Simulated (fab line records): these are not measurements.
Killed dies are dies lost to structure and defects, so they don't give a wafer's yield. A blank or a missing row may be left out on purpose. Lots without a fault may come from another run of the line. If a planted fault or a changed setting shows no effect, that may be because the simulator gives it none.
Chamber matching    flow nandHarc    NHARC_A_BONDPAD_ETCH_34 on rieDiel-06 has 4 sister chambers
The step etches the open film in N2/H2, target depth 60 nm, overetch 18 nm, time 65.91 s. 4 wafers are shown with their chamber, then 7 later ones without.

EACH WAFER AND ITS CHAMBER
wafer   chamber  rfVppV (V)
L660.4  3        431
L663.3  0        430
L665.3  1        426
L665.4  2        426

WAFERS WITH NO CHAMBER GIVEN
wafer   rfVppV (V)
L665.6  432
L667.1  426
L667.2  427
L667.4  433
L676.1  434
L676.2  426
L676.5  426

WHICH CHAMBER EACH WENT THROUGH
wafer   from the rows above           in truth
L665.6  can't be placed: 3 or 0       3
L667.1  can't be placed: 1 or 2       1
L667.2  can't be placed: 1 or 2 or 0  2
L667.4  can't be placed: 3 or 0       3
L676.1  can't be placed: 3 or 0       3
L676.2  can't be placed: 1 or 2       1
L676.5  can't be placed: 1 or 2       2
Correct placement for 0 of the 7. Unplaceable from these rows: 7, with the true chamber sitting among the candidates in 7. 0 placed wrongly.
How it was worked out, from the rows above alone: a wafer's distance from a chamber is the root of the sum, over the readings, of the square of ((its reading less the chamber's mean) divided by the reading's scatter). The wafer belongs to the nearest chamber; if the next one is less than 2 further off, it can't be placed. For every chamber, the mean is computed from those of its wafers that are shown. The scatter: with one shown wafer a chamber, the root of the mean of the squares of how far each hidden wafer lies from its nearest shown one.
